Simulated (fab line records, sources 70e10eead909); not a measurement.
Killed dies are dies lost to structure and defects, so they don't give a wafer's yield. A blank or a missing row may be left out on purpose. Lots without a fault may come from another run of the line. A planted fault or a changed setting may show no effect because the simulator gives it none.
Which tool did it? | flow nand_harc | 24 lots, 72 wafers sampled, at 2 steps of a route of 1302

WHAT THE GAUGES READ, wafer by wafer
NHARC_A_ONON_D2_THK_MEAS_27: measures by ellipsometry. Usual: thk_nm 1000 nm, standard deviation 9.5.
lot  | measured     | on            | thk_nm (nm)    | flag
L074 | day 13 01:13 | film_metro-01 | 1000 1000 1002 |
L076 | day 13 06:04 | film_metro-01 | 1010 1009 1009 |
L075 | day 13 06:04 | film_metro-01 | 984 985 985    |
L077 | day 14 16:31 | film_metro-01 | 1006 1005 1008 |
L078 | day 14 16:33 | film_metro-02 | 1014 1014 1013 |
L079 | day 14 23:52 | film_metro-02 | 1000 998 1001  |
L080 | day 15 10:02 | film_metro-02 | 1007 1009 1007 |
L082 | day 16 02:15 | film_metro-01 | 981 981 978    |
L081 | day 16 02:16 | film_metro-02 | 1008 1005 1007 |
L084 | day 16 19:08 | film_metro-01 | 1011 1012 1012 |
L083 | day 16 19:08 | film_metro-01 | 996 994 995    |
L085 | day 17 10:26 | film_metro-01 | 992 994 993    |
L086 | day 17 19:22 | film_metro-02 | 1000 999 999   |
L087 | day 18 19:05 | film_metro-01 | 1011 1013 1010 |
L088 | day 18 19:07 | film_metro-02 | 985 984 986    |
L089 | day 18 22:52 | film_metro-01 | 993 992 992    |
L090 | day 19 16:35 | film_metro-02 | 1004 1004 1003 |
L091 | day 19 22:10 | film_metro-01 | 992 992 995    |
L092 | day 20 15:31 | film_metro-02 | 1013 1014 1012 |
L093 | day 20 15:32 | film_metro-01 | 1002 1002 1003 |
L094 | day 20 22:36 | film_metro-01 | 985 984 986    |
L095 | day 21 18:17 | film_metro-01 | 1006 1005 1004 |
L096 | day 22 01:27 | film_metro-02 | 998 998 999    |
L097 | day 22 09:48 | film_metro-01 | 999 1000 1000  |

NHARC_A_ONON_D2_INSPECT_32. Usual: raw_defect_count 366, standard deviation 130.
lot  | measured     | on                | raw_defect_count | flag
L074 | day 13 02:20 | defect_inspect-02 | 286 283 286      |
L076 | day 13 07:10 | defect_inspect-01 | 430 352 472      |
L075 | day 13 07:19 | defect_inspect-02 | 336 341 464      |
L077 | day 14 17:38 | defect_inspect-01 | 352 272 366      |
L078 | day 14 17:41 | defect_inspect-02 | 228 303 296      |
L079 | day 15 00:59 | defect_inspect-01 | 427 225 351      |
L080 | day 15 11:10 | defect_inspect-01 | 186 257 268      |
L082 | day 16 03:21 | defect_inspect-01 | 438 356 387      |
L081 | day 16 03:25 | defect_inspect-02 | 227 355 458      |
L084 | day 16 20:14 | defect_inspect-02 | 311 319 306      |
L083 | day 16 20:15 | defect_inspect-02 | 266 645 468      |
L085 | day 17 11:33 | defect_inspect-02 | 431 454 705      |
L086 | day 17 20:30 | defect_inspect-02 | 441 339 395      |
L087 | day 18 20:12 | defect_inspect-01 | 231 422 524      |
L088 | day 18 20:13 | defect_inspect-02 | 378 236 358      |
L089 | day 19 00:05 | defect_inspect-02 | 510 665 806      |
L090 | day 19 17:41 | defect_inspect-01 | 181 253 212      |
L091 | day 19 23:17 | defect_inspect-01 | 412 344 377      |
L092 | day 20 16:37 | defect_inspect-02 | 307 475 388      |
L093 | day 20 16:40 | defect_inspect-01 | 239 260 235      |
L094 | day 20 23:43 | defect_inspect-01 | 393 390 379      |
L095 | day 21 19:25 | defect_inspect-02 | 386 586 340      |
L096 | day 22 02:35 | defect_inspect-02 | 312 347 323      |
L097 | day 22 10:55 | defect_inspect-02 | 227 291 176      |

WHICH TOOL RAN EACH LOT (tool, then ch and the chambers of the sampled wafers, then the start)
The record holds no process step before these readings.

WHAT THE TOOLS THEMSELVES READ (means of the sampled wafers that have a number; where no wafer has one, the mark that the record gives instead)
The record holds no such reading with a usual standard deviation.

THE ANSWER, worked out from the rows above alone
Rule: a lot is off if the mean of its wafers that have a number lies more than 3 standard deviations from the usual mean. A lot without any number at a reading at which 4 lots or more have one is off too. The other lots that the step has rows for count as sound. The gauges are gone through in route order, then the tools' own readings, and for those a lot's mean is taken as printed above. The first step at which some lot is off is used, and at that step the reading that is off furthest; a lot without a number counts as furthest.
No lot is off at any reading shown: from this, nothing can be told.

WHAT THE SIMULATOR HAD PUT IN
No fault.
